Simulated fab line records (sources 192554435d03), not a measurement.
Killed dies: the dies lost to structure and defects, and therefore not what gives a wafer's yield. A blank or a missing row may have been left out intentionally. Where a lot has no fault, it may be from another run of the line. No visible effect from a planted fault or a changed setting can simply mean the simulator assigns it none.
Chamber matching | flow n5_finfet | rie_diel-05 running N5_SD_EPI_N_ETCH_35: 4 sister chambers
The step etches SOC in N2/H2, overetch 108 nm, time 486 s. 8 wafers are shown with their chamber, then 10 later ones without.

== EACH WAFER AND ITS CHAMBER ==
wafer  | chamber | showerhead_plenum_p_Torr (Torr) | throttle_valve_pct (%)
L081.2 | 2       | 2.64                            | 24.0
L081.3 | 3       | 2.54                            | 23.9
L081.4 | 0       | 2.68                            | 23.2
L088.1 | 1       | 2.52                            | 24.0
L088.2 | 2       | 2.64                            | 24.1
L088.6 | 0       | 2.68                            | 23.3
L090.3 | 3       | 2.53                            | 24.0
L090.4 | 1       | 2.51                            | 24.0

== WAFERS WHOSE CHAMBER IS MISSING ==
wafer  | showerhead_plenum_p_Torr (Torr) | throttle_valve_pct (%)
L090.6 | 2.51                            | 24.0
L093.1 | 2.67                            | 23.3
L093.3 | 2.63                            | 24.1
L093.4 | 2.53                            | 24.0
L095.2 | 2.67                            | 23.3
L095.3 | 2.51                            | 24.0
L095.5 | 2.63                            | 24.1
L096.1 | 2.63                            | 24.1
L096.2 | 2.67                            | 23.3
L096.5 | 2.67                            | 23.3

== CHAMBER TAKEN BY EACH ==
wafer  | from the rows above     | in truth
L090.6 | 1                       | 1
L093.1 | 0                       | 0
L093.3 | 2                       | 2
L093.4 | can't be placed: 3 or 1 | 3
L095.2 | 0                       | 0
L095.3 | 1                       | 1
L095.5 | 2                       | 2
L096.1 | 2                       | 2
L096.2 | 0                       | 0
L096.5 | 0                       | 0
9 of 10 placed correctly. Unplaceable from these rows: 1, with the true chamber sitting among the candidates in 1. Number placed wrongly: 0.
How it was worked out, from the rows above alone: a wafer's distance from a chamber is the root of the sum, over the readings, of the square of ((its reading less the chamber's mean) divided by the reading's scatter). The wafer belongs to the nearest chamber; if the next one is less than 2 further off, it can't be placed. Each chamber's mean is taken over the wafers shown for it. The scatter is the square root of a quotient: the sum, over the shown wafers, of each reading's squared deviation from its chamber's mean, divided by wafers minus chambers.
